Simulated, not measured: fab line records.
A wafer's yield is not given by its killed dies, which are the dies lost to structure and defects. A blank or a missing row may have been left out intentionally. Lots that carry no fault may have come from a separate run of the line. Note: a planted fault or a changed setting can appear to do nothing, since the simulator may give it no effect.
fab line records + flow nandHarc + part 2 of 2: steps 4 to 6 of 6
record:
- lots: 21
- wafers: 63
- lastDay: 34
route steps=1302 shown P_ZERO_WELL@19 P_GATE@144
lots untouched by any fault: they come from a run of this same line in which no faults occurred
startH: hours from the record's first day to the start of the lot's first wafer shown + waitH: hours elapsed since this lot's preceding step + " unchanged from the row above + L1.1+2: a row that stands for several wafers + - no value, or no start was given + * or withheld: withheld + < > ~ a bound
route shown NAME@n: NAME is a module with steps in the file, n the number in the route of the first one + usual: the fault-free wafers' mean and standard deviation + same: alike in all rows + chamber/n: place in a boat + sites: readings site by site + _std_site: how widely they spread, as a standard deviation + _edge_site: the outer-site mean with the inner-site mean subtracted + radiusMm: for every site, how far away it sits from the centre of the wafer + mask NAME#n: copy n + behind: tool/chamber where the wafer was last shaped + hold: cause of the lot's hold/its duration in hours/its outcome + device: whichever transistor did not switch (one of n, p or np) + end of line: the route-end tests of the same wafers + step lacking rows: just its recipe + killed: dies lost to structure and defects at the first sort, not the wafer's yield + map: shows each die of a wafer: x if killed, . if not, _ if none is there
set.NAME: the setting that was run; set.NAME@STEP: the one run at that earlier step + model.NAME: the simulator's own value behind a step, which no gauge read
route steps across a sampled set of lots; one table per step, one row per wafer
services: a tool's chamber out of use, with start hour (startH, from the record's first day; less than 0 if before it), hours out, and reason
== steps ==
step: NHARC_P_GATE_ETCH_114
recipe:
- targetDepthA: 300
- overetchA: 30
- timeS: 16.5
- ionEnergyEv: 100
- cf4FlowSccm: 80
- o2FlowSccm: 20
- arFlowSccm: 0
- rfW: 300
- biasW: 100
- chemistry: CF4/O2
usual:
- drypumpMotorCurrentA: 5.6/0.37
- mfcArSccm: 0.016/0.017
- oesProductAu: 0.995/0.0083
- rfVppV: 197.4/1.3
- showerheadPlenumPTorr: 1.32/0.049
- throttleValvePct: 13.397/0.0096
| lot.wafer | tool       | chamber | startH | waitH | drypumpMotorCurrentA | mfcArSccm | oesProductAu | rfHoursCounterH | rfVppV | showerheadPlenumPTorr | throttleValvePct |
|-----------|------------|---------|--------|-------|----------------------|-----------|--------------|-----------------|--------|-----------------------|------------------|
| L074.2    | rieDiel-09 | 1       | -      | -     | 4.8                  | 0         | 1.005        | 8               | 195.0  | 1.26                  | 13.395           |
| L074.5    | "          | 2       | "      | "     | 5.0                  | 0.030     | 1.011        | -               | 197.2  | 1.27                  | 13.400           |
| L074.6    | "          | 3       | "      | "     | 5.7                  | 0         | 0.994        | -               | 195.9  | 1.31                  | 13.398           |
| L075.2    | rieDiel-04 | 0       | -      | -     | 5.8                  | 0.022     | 1.003        | 6               | 199.4  | 1.40                  | 13.390           |
| L075.1    | "          | 1       | "      | "     | 5.6                  | 0         | 0.992        | 5               | 197.6  | 1.27                  | 13.380           |
| L075.5    | "          | 0       | "      | "     | 5.8                  | 0.022     | 1.001        | -               | 199.3  | 1.40                  | 13.403           |
| L076.1    | rieDiel-03 | 2       | -      | -     | 5.9                  | 0.032     | 0.991        | 0               | 198.8  | 1.35                  | 13.400           |
| L076.4    | "          | 0       | "      | "     | 5.5                  | 0         | 0.986        | 0               | 198.1  | 1.36                  | 13.387           |
| L076.3    | "          | 1       | "      | "     | 6.1                  | 0.039     | 0.993        | 0               | 197.5  | 1.34                  | 13.377           |
| L077.4    | rieDiel-03 | 2       | -      | -     | 6.0                  | 0.032     | 1.002        | 0               | 196.7  | 1.36                  | 13.412           |
| L077.1    | "          | 1       | "      | "     | 6.1                  | 0.039     | 0.994        | 0               | 198.0  | 1.34                  | 13.398           |
| L077.5    | "          | 3       | "      | "     | 6.1                  | 0.011     | 0.994        | -               | 195.3  | 1.27                  | 13.382           |
| L078.1    | rieDiel-04 | 1       | -      | -     | 5.5                  | 0         | 0.983        | 6               | 196.0  | 1.27                  | 13.395           |
| L078.2    | "          | 3       | "      | "     | 5.4                  | 0         | 1.001        | 8               | 196.6  | 1.29                  | 13.391           |
| L078.5    | "          | 1       | "      | "     | 5.5                  | 0         | 0.985        | -               | 197.2  | 1.27                  | 13.401           |
| L079.2    | rieDiel-03 | 1       | -      | -     | 6.0                  | 0.039     | 1.001        | 2               | 197.8  | 1.34                  | 13.405           |
| L079.6    | "          | 0       | "      | "     | 5.5                  | 0         | 1.000        | -               | 197.6  | 1.36                  | 13.389           |
| L079.5    | "          | 1       | "      | "     | 6.1                  | 0.039     | 0.993        | -               | 198.8  | 1.34                  | 13.391           |
| L081.2    | rieDiel-09 | 3       | -      | -     | 5.7                  | 0         | 1.003        | 1               | 197.7  | 1.31                  | 13.391           |
| L081.1    | "          | 1       | "      | "     | 4.8                  | 0         | 0.988        | 1               | 196.2  | 1.26                  | 13.415           |
| L081.4    | "          | 2       | "      | "     | 5.1                  | 0.030     | 0.991        | 1               | 195.9  | 1.27                  | 13.412           |
| L082.3    | rieDiel-03 | 3       | -      | -     | 6.1                  | 0.011     | 1.004        | 4               | 196.7  | 1.27                  | 13.380           |
| L082.2    | "          | 0       | "      | "     | 5.4                  | 0         | 0.997        | 4               | 198.5  | 1.36                  | 13.403           |
| L082.5    | "          | 1       | "      | "     | 6.1                  | 0.039     | 0.989        | -               | 197.7  | 1.34                  | 13.386           |
| L083.2    | rieDiel-04 | 1       | -      | -     | 5.5                  | 0         | 0.990        | 0               | 197.3  | 1.27                  | 13.399           |
| L083.5    | "          | 0       | "      | "     | 5.8                  | 0.022     | 1.003        | -               | 199.3  | 1.40                  | 13.397           |
| L083.6    | "          | 1       | "      | "     | 5.5                  | 0         | 0.990        | -               | 196.8  | 1.27                  | 13.380           |
| L085.2    | rieDiel-04 | 2       | -      | -     | 5.3                  | 0.003     | 0.995        | 1               | 196.4  | 1.27                  | 13.395           |
| L085.1    | "          | 0       | "      | "     | 5.8                  | 0.022     | 1.002        | 1               | 199.2  | 1.40                  | 13.387           |
| L085.6    | "          | 3       | "      | "     | 5.4                  | 0         | 0.980        | -               | 197.0  | 1.28                  | 13.422           |
| L086.4    | rieDiel-03 | 3       | -      | -     | 6.1                  | 0.011     | 0.993        | 6               | 195.2  | 1.27                  | 13.392           |
| L086.6    | "          | 0       | "      | "     | 5.4                  | 0         | 0.987        | -               | 198.6  | 1.36                  | 13.392           |
| L086.5    | "          | 1       | "      | "     | 6.0                  | 0.039     | 0.996        | -               | 198.0  | 1.34                  | 13.374           |
| L087.1    | rieDiel-09 | 0       | -      | -     | 5.9                  | 0.045     | 0.992        | 5               | 198.1  | 1.38                  | 13.399           |
| L087.3    | "          | 2       | "      | "     | 5.1                  | 0.030     | 0.992        | 5               | 195.5  | 1.27                  | 13.401           |
| L087.5    | "          | 3       | "      | "     | 5.7                  | 0         | 0.997        | -               | 197.7  | 1.30                  | 13.386           |
| L089.3    | rieDiel-09 | 0       | -      | -     | 5.8                  | 0.045     | 0.995        | 5               | 199.9  | 1.38                  | 13.410           |
| L089.5    | "          | 0       | "      | "     | 5.8                  | 0.045     | 0.985        | -               | 197.9  | 1.38                  | 13.391           |
| L089.6    | "          | 1       | "      | "     | 4.8                  | 0         | 0.986        | -               | 196.2  | 1.26                  | 13.396           |
| L088.3    | rieDiel-09 | 3       | -      | -     | 5.7                  | 0         | 0.995        | 5               | 197.2  | 1.30                  | 13.404           |
| L088.1    | "          | 1       | "      | "     | 4.8                  | 0         | 0.997        | 5               | 196.3  | 1.26                  | 13.402           |
| L088.6    | "          | 2       | "      | "     | 5.0                  | 0.030     | 0.996        | -               | 196.0  | 1.27                  | 13.420           |
| L090.1    | rieDiel-04 | 1       | -      | -     | 5.5                  | 0         | 0.989        | 4               | 197.3  | 1.27                  | 13.389           |
| L090.3    | "          | 2       | "      | "     | 5.3                  | 0.003     | 0.999        | 4               | 196.3  | 1.27                  | 13.391           |
| L090.5    | "          | 1       | "      | "     | 5.6                  | 0         | 0.985        | -               | 195.3  | 1.27                  | 13.407           |
| L091.3    | rieDiel-03 | 0       | -      | -     | 5.4                  | 0         | 0.986        | 11              | 199.0  | 1.36                  | 13.399           |
| L091.1    | "          | 1       | "      | "     | 6.1                  | 0.039     | 0.993        | 7               | 198.4  | 1.34                  | 13.405           |
| L091.6    | "          | 0       | "      | "     | 5.4                  | 0         | 0.990        | -               | 198.0  | 1.36                  | 13.391           |
| L092.3    | rieDiel-03 | 3       | -      | -     | 6.1                  | 0.011     | 0.986        | 10              | 196.1  | 1.27                  | 13.393           |
| L092.4    | "          | 1       | "      | "     | 6.1                  | 0.039     | 0.983        | 7               | 198.8  | 1.34                  | 13.404           |
| L092.6    | "          | 3       | "      | "     | 6.1                  | 0.011     | 0.984        | -               | 195.8  | 1.27                  | 13.384           |
| L093.4    | rieDiel-04 | 0       | -      | -     | 5.8                  | 0.022     | 1.012        | 5               | 198.2  | 1.40                  | 13.420           |
| L093.1    | "          | 1       | "      | "     | 5.6                  | 0         | 0.981        | 4               | 196.6  | 1.27                  | 13.388           |
| L093.6    | "          | 3       | "      | "     | 5.4                  | 0         | 0.993        | -               | 197.6  | 1.28                  | 13.389           |
| L095.4    | rieDiel-04 | 2       | -      | -     | 5.3                  | 0.003     | 0.990        | 5               | 197.4  | 1.27                  | 13.398           |
| L095.1    | "          | 3       | "      | "     | 5.4                  | 0         | 0.997        | 6               | 197.3  | 1.28                  | 13.397           |
| L095.5    | "          | 3       | "      | "     | 5.5                  | 0         | 0.987        | -               | 195.5  | 1.28                  | 13.397           |
| L096.2    | rieDiel-09 | 0       | -      | -     | 5.8                  | 0.045     | 0.996        | 10              | 199.0  | 1.38                  | 13.393           |
| L096.3    | "          | 1       | "      | "     | 4.8                  | 0         | 0.980        | 10              | 195.8  | 1.26                  | 13.382           |
| L096.5    | "          | 1       | "      | "     | 4.8                  | 0         | 0.993        | -               | 196.1  | 1.26                  | 13.393           |
| L097.4    | rieDiel-03 | 1       | -      | -     | 6.0                  | 0.039     | 0.991        | 2               | 198.0  | 1.34                  | 13.401           |
| L097.2    | "          | 2       | "      | "     | 5.9                  | 0.032     | 0.994        | 2               | 198.5  | 1.35                  | 13.404           |
| L097.5    | "          | 1       | "      | "     | 6.1                  | 0.039     | 1.001        | -               | 199.1  | 1.34                  | 13.400           |
step: NHARC_P_GATE_ETCHBACK_37
recipe:
- targetDepthA: 345
- timeS: 17.2
- chf3FlowSccm: 50
- o2FlowSccm: 10
- arFlowSccm: 200
- rfW: 500
- biasW: 200
- chemistry: CHF3/O2
usual:
- drypumpMotorCurrentA: 5.6/0.38
- mfcArSccm: 200.0/0.58
- oesProductAu: 0.95/0.033
- rfVppV: 369.9/1.9
- showerheadPlenumPTorr: 2.37/0.082
- throttleValvePct: 20.574/0.0095
| lot.wafer | tool       | chamber | startH | waitH | drypumpMotorCurrentA | mfcArSccm | oesProductAu | rfHoursCounterH | rfVppV | showerheadPlenumPTorr | throttleValvePct |
|-----------|------------|---------|--------|-------|----------------------|-----------|--------------|-----------------|--------|-----------------------|------------------|
| L074.2    | rieDiel-09 | 0       | -      | -     | 5.8                  | 199.5     | 0.94         | 10              | 372.6  | 2.49                  | 20.576           |
| L074.6    | "          | 2       | "      | "     | 5.1                  | 200.0     | 0.94         | -               | 368.5  | 2.29                  | 20.566           |
| L074.5    | "          | 3       | "      | "     | 5.7                  | 200.1     | 0.93         | -               | 369.5  | 2.35                  | 20.555           |
| L075.1    | rieDiel-03 | 1       | -      | -     | 6.1                  | 200.9     | 0.99         | 0               | 369.8  | 2.41                  | 20.586           |
| L075.2    | "          | 2       | "      | "     | 5.9                  | 200.1     | 0.99         | 0               | 371.7  | 2.44                  | 20.563           |
| L075.5    | "          | 2       | "      | "     | 6.0                  | 200.1     | 0.99         | -               | 373.0  | 2.44                  | 20.584           |
| L076.4    | rieDiel-03 | 3       | -      | -     | 6.1                  | 200.7     | 0.93         | 0               | 367.7  | 2.29                  | 20.558           |
| L076.3    | "          | 0       | "      | "     | 5.5                  | 199.8     | 0.94         | 0               | 372.2  | 2.45                  | 20.563           |
| L076.1    | "          | 1       | "      | "     | 6.1                  | 199.7     | 0.94         | 0               | 371.1  | 2.42                  | 20.558           |
| L077.4    | rieDiel-09 | 0       | -      | -     | 5.9                  | 199.3     | 0.93         | 11              | 372.8  | 2.49                  | 20.580           |
| L077.1    | "          | 1       | "      | "     | 4.8                  | 201.0     | 0.91         | 11              | 366.7  | 2.28                  | 20.584           |
| L077.5    | "          | 3       | "      | "     | 5.7                  | 200.7     | 0.91         | -               | 369.7  | 2.35                  | 20.585           |
| L079.2    | rieDiel-03 | 3       | -      | -     | 6.1                  | 200.2     | 0.93         | 2               | 368.6  | 2.29                  | 20.582           |
| L079.5    | "          | 2       | "      | "     | 5.9                  | 199.9     | 0.95         | -               | 371.4  | 2.44                  | 20.570           |
| L079.6    | "          | 3       | "      | "     | 6.1                  | 200.2     | 0.93         | -               | 368.5  | 2.28                  | 20.580           |
| L078.1    | rieDiel-09 | 0       | -      | -     | 5.9                  | 200.4     | 0.99         | 0               | 372.3  | 2.49                  | 20.568           |
| L078.2    | "          | 1       | "      | "     | 4.8                  | 199.9     | 0.99         | 0               | 368.2  | 2.28                  | 20.581           |
| L078.5    | "          | 1       | "      | "     | 4.8                  | 200.0     | 0.98         | -               | 369.8  | 2.28                  | 20.568           |
| L081.2    | rieDiel-03 | 1       | -      | -     | 6.1                  | 200.1     | 0.99         | 4               | 371.4  | 2.41                  | 20.571           |
| L081.1    | "          | 2       | "      | "     | 6.0                  | 199.9     | 1.00         | 3               | 373.4  | 2.44                  | 20.564           |
| L081.4    | "          | 3       | "      | "     | 6.1                  | 199.5     | 0.98         | 4               | 366.9  | 2.28                  | 20.585           |
| L082.2    | rieDiel-09 | 0       | -      | -     | 5.8                  | 200.8     | 0.90         | 3               | 370.9  | 2.48                  | 20.582           |
| L082.3    | "          | 1       | "      | "     | 4.8                  | 199.8     | 0.91         | 3               | 369.7  | 2.27                  | 20.574           |
| L082.5    | "          | 3       | "      | "     | 5.7                  | 199.4     | 0.92         | -               | 369.7  | 2.35                  | 20.558           |
| L083.2    | rieDiel-03 | 1       | -      | -     | 6.1                  | 199.9     | 0.99         | 4               | 372.0  | 2.41                  | 20.569           |
| L083.6    | "          | 0       | "      | "     | 5.5                  | 199.0     | 0.99         | -               | 371.4  | 2.45                  | 20.577           |
| L083.5    | "          | 1       | "      | "     | 6.0                  | 199.9     | 0.99         | -               | 371.6  | 2.41                  | 20.585           |
| L086.4    | rieDiel-04 | 3       | -      | -     | 5.4                  | 200.3     | 0.98         | 2               | 369.2  | 2.31                  | 20.578           |
| L086.5    | "          | 1       | "      | "     | 5.6                  | 200.3     | 0.99         | -               | 367.4  | 2.28                  | 20.556           |
| L086.6    | "          | 2       | "      | "     | 5.3                  | 200.2     | 1.00         | -               | 370.3  | 2.29                  | 20.572           |
| L085.2    | rieDiel-04 | 3       | -      | -     | 5.4                  | 200.7     | 0.92         | 2               | 369.4  | 2.31                  | 20.558           |
| L085.1    | "          | 2       | "      | "     | 5.3                  | 199.6     | 0.93         | 2               | 367.7  | 2.29                  | 20.565           |
| L085.6    | "          | 3       | "      | "     | 5.4                  | 200.5     | 0.91         | -               | 366.9  | 2.31                  | 20.578           |
| L087.3    | rieDiel-03 | 1       | -      | -     | 6.1                  | 199.1     | 0.93         | 6               | 371.3  | 2.41                  | 20.569           |
| L087.1    | "          | 2       | "      | "     | 5.9                  | 199.9     | 0.98         | 7               | 372.0  | 2.43                  | 20.572           |
| L087.5    | "          | 0       | "      | "     | 5.5                  | 201.0     | 0.96         | -               | 371.3  | 2.45                  | 20.562           |
| L089.3    | rieDiel-03 | 2       | -      | -     | 6.0                  | 200.0     | 1.00         | 7               | 369.5  | 2.43                  | 20.557           |
| L089.6    | "          | 2       | "      | "     | 6.0                  | 199.7     | 0.99         | -               | 370.9  | 2.43                  | 20.559           |
| L089.5    | "          | 3       | "      | "     | 6.1                  | 200.9     | 0.99         | -               | 366.7  | 2.28                  | 20.580           |
| L088.3    | rieDiel-09 | 2       | -      | -     | 5.0                  | 198.7     | 0.93         | 6               | 369.9  | 2.29                  | 20.576           |
| L088.1    | "          | 3       | "      | "     | 5.7                  | 200.6     | 0.93         | 5               | 368.7  | 2.35                  | 20.558           |
| L088.6    | "          | 3       | "      | "     | 5.7                  | 201.2     | 0.92         | -               | 370.8  | 2.35                  | 20.573           |
| L090.3    | rieDiel-03 | 0       | -      | -     | 5.4                  | 199.7     | 0.99         | 11              | 371.5  | 2.45                  | 20.570           |
| L090.1    | "          | 2       | "      | "     | 6.0                  | 200.1     | 1.00         | 8               | 371.6  | 2.43                  | 20.574           |
| L090.5    | "          | 0       | "      | "     | 5.4                  | 200.5     | 0.99         | -               | 372.4  | 2.45                  | 20.578           |
| L091.1    | rieDiel-04 | 3       | -      | -     | 5.4                  | 199.8     | 0.91         | 5               | 369.4  | 2.31                  | 20.581           |
| L091.3    | "          | 0       | "      | "     | 5.8                  | 200.3     | 0.94         | 5               | 373.6  | 2.52                  | 20.580           |
| L091.6    | "          | 2       | "      | "     | 5.3                  | 201.2     | 0.93         | -               | 368.4  | 2.29                  | 20.570           |
| L092.3    | rieDiel-04 | 3       | -      | -     | 5.5                  | 200.2     | 0.92         | 5               | 368.5  | 2.31                  | 20.568           |
| L092.4    | "          | 0       | "      | "     | 5.8                  | 199.6     | 0.93         | 5               | 373.7  | 2.52                  | 20.575           |
| L092.6    | "          | 2       | "      | "     | 5.3                  | 200.1     | 0.92         | -               | 368.6  | 2.29                  | 20.574           |
| L093.4    | rieDiel-04 | 3       | -      | -     | 5.4                  | 200.5     | 0.92         | 5               | 368.5  | 2.31                  | 20.566           |
| L093.1    | "          | 1       | "      | "     | 5.6                  | 199.9     | 0.91         | 4               | 368.7  | 2.28                  | 20.547           |
| L093.6    | "          | 3       | "      | "     | 5.4                  | 199.9     | 0.93         | -               | 367.8  | 2.31                  | 20.580           |
| L095.4    | rieDiel-04 | 3       | -      | -     | 5.5                  | 199.7     | 0.92         | 7               | 368.5  | 2.31                  | 20.571           |
| L095.1    | "          | 0       | "      | "     | 5.8                  | 199.9     | 0.94         | 7               | 372.9  | 2.52                  | 20.582           |
| L095.5    | "          | 3       | "      | "     | 5.5                  | 200.1     | 0.92         | -               | 368.3  | 2.31                  | 20.574           |
| L096.2    | rieDiel-09 | 1       | -      | -     | 4.8                  | 200.6     | 1.00         | 0               | 367.6  | 2.27                  | 20.573           |
| L096.3    | "          | 2       | "      | "     | 5.0                  | 201.3     | 1.02         | 0               | 369.6  | 2.29                  | 20.573           |
| L096.5    | "          | 1       | "      | "     | 4.8                  | 200.0     | 1.00         | -               | 367.5  | 2.27                  | 20.587           |
| L097.4    | rieDiel-04 | 1       | -      | -     | 5.6                  | 199.8     | 0.91         | 8               | 370.3  | 2.28                  | 20.581           |
| L097.2    | "          | 2       | "      | "     | 5.3                  | 199.8     | 0.92         | 7               | 369.2  | 2.29                  | 20.584           |
| L097.5    | "          | 2       | "      | "     | 5.3                  | 199.5     | 0.92         | -               | 369.0  | 2.29                  | 20.578           |
step: NHARC_P_GATE_CD_MEAS_59
recipe:
- targetCdNm: 720
- landingEnergyEv: 500
usual:
- cdNm: 719.8/1.9
| lot.wafer | tool     | chamber | startH | waitH | cdNm  |
|-----------|----------|---------|--------|-------|-------|
| L074.2    | cdSem-03 | 0       | 112.24 | -     | 720.0 |
| L074.5    | "        | 0       | "      | "     | 719.7 |
| L074.6    | "        | 0       | "      | "     | 720.6 |
| L075.1    | cdSem-02 | 0       | 122.81 | -     | 721.7 |
| L075.2    | "        | 0       | "      | "     | 721.6 |
| L075.5    | "        | 0       | "      | "     | 722.1 |
| L076.1    | cdSem-02 | 0       | 135.22 | -     | 720.8 |
| L076.3    | "        | 0       | "      | "     | 716.5 |
| L076.4    | "        | 0       | "      | "     | 720.3 |
| L077.1    | cdSem-03 | 0       | 138.41 | -     | 719.9 |
| L077.4    | "        | 0       | "      | "     | 717.1 |
| L077.5    | "        | 0       | "      | "     | 720.5 |
| L079.2    | cdSem-01 | 0       | 161.60 | -     | 721.0 |
| L079.5    | "        | 0       | "      | "     | 721.8 |
| L079.6    | "        | 0       | "      | "     | 720.8 |
| L078.1    | cdSem-02 | 0       | 163.37 | -     | 717.4 |
| L078.2    | "        | 0       | "      | "     | 716.0 |
| L078.5    | "        | 0       | "      | "     | 716.7 |
| L081.1    | cdSem-03 | 0       | 187.00 | -     | 719.1 |
| L081.2    | "        | 0       | "      | "     | 718.3 |
| L081.4    | "        | 0       | "      | "     | 721.0 |
| L082.2    | cdSem-03 | 0       | 191.93 | -     | 718.2 |
| L082.3    | "        | 0       | "      | "     | 721.5 |
| L082.5    | "        | 0       | "      | "     | 718.5 |
| L083.2    | cdSem-01 | 0       | 202.01 | -     | 717.1 |
| L083.5    | "        | 0       | "      | "     | 719.2 |
| L083.6    | "        | 0       | "      | "     | 721.2 |
| L086.4    | cdSem-03 | 0       | 225.31 | -     | 718.0 |
| L086.5    | "        | 0       | "      | "     | 722.0 |
| L086.6    | "        | 0       | "      | "     | 723.5 |
| L085.1    | cdSem-03 | 0       | 231.32 | -     | 722.4 |
| L085.2    | "        | 0       | "      | "     | 719.8 |
| L085.6    | "        | 0       | "      | "     | 719.7 |
| L087.1    | cdSem-01 | 0       | 247.27 | -     | 716.3 |
| L087.3    | "        | 0       | "      | "     | 717.4 |
| L087.5    | "        | 0       | "      | "     | 716.7 |
| L089.3    | cdSem-03 | 0       | 256.07 | -     | 721.6 |
| L089.5    | "        | 0       | "      | "     | 723.0 |
| L089.6    | "        | 0       | "      | "     | 719.9 |
| L088.1    | cdSem-02 | 0       | 258.15 | -     | 721.8 |
| L088.3    | "        | 0       | "      | "     | 720.4 |
| L088.6    | "        | 0       | "      | "     | 720.8 |
| L090.1    | cdSem-02 | 0       | 278.14 | -     | 718.2 |
| L090.3    | "        | 0       | "      | "     | 720.2 |
| L090.5    | "        | 0       | "      | "     | 719.9 |
| L091.1    | cdSem-02 | 0       | 279.84 | -     | 719.9 |
| L091.3    | "        | 0       | "      | "     | 717.6 |
| L091.6    | "        | 0       | "      | "     | 717.9 |
| L092.3    | cdSem-02 | 0       | 291.10 | -     | 723.2 |
| L092.4    | "        | 0       | "      | "     | 723.3 |
| L092.6    | "        | 0       | "      | "     | 723.8 |
| L093.1    | cdSem-02 | 0       | 298.11 | -     | 723.4 |
| L093.4    | "        | 0       | "      | "     | 719.9 |
| L093.6    | "        | 0       | "      | "     | 718.8 |
| L095.1    | cdSem-01 | 0       | 320.72 | -     | 718.0 |
| L095.4    | "        | 0       | "      | "     | 720.1 |
| L095.5    | "        | 0       | "      | "     | 720.1 |
| L096.2    | cdSem-01 | 0       | 335.44 | -     | 717.5 |
| L096.3    | "        | 0       | "      | "     | 720.2 |
| L096.5    | "        | 0       | "      | "     | 718.5 |
| L097.2    | cdSem-03 | 0       | 344.17 | -     | 719.4 |
| L097.4    | "        | 0       | "      | "     | 719.8 |
| L097.5    | "        | 0       | "      | "     | 720.1 |
== services ==
| tool       | chamber | startH | hours | kind   |
|------------|---------|--------|-------|--------|
| rieDiel-04 | -       | 0.90   | 9.0   | pm     |
| rieDiel-03 | -       | 7.03   | 0.2   | repair |
| rieDiel-04 | -       | 34.86  | 9.0   | repair |
| rieDiel-03 | 0       | 37.45  | 5.2   | repair |
| rieSi-03   | -       | 44.01  | 9.0   | pm     |
| rieDiel-09 | -       | 48.23  | 0.1   | repair |
| rieDiel-03 | 0       | 55.21  | 6.5   | repair |
| rieDiel-03 | 0       | 65.89  | 1.3   | repair |
| rieSi-03   | 1       | 70.04  | 7.7   | repair |
| rieDiel-03 | -       | 104.30 | 9.0   | pm     |
| rieDiel-09 | 3       | 105.41 | 3.6   | repair |
| rieDiel-09 | -       | 143.10 | 9.0   | pm     |
| rieDiel-03 | 2       | 169.32 | 2.0   | repair |
| rieDiel-04 | -       | 177.90 | 9.0   | pm     |
| rieDiel-09 | 1       | 192.97 | 4.6   | repair |
| rieSi-03   | -       | 221.01 | 9.0   | pm     |
| rieDiel-03 | 1       | 224.47 | 14.9  | repair |
| rieSi-03   | 1       | 235.31 | 6.6   | repair |
| rieDiel-04 | 3       | 261.93 | 4.8   | repair |
| rieDiel-03 | 3       | 263.48 | 7.2   | repair |
| rieDiel-03 | -       | 281.30 | 9.0   | pm     |
| rieDiel-03 | 3       | 298.58 | 2.8   | repair |
| rieDiel-09 | -       | 320.10 | 9.0   | pm     |
| rieDiel-09 | 1       | 338.98 | 1.4   | repair |
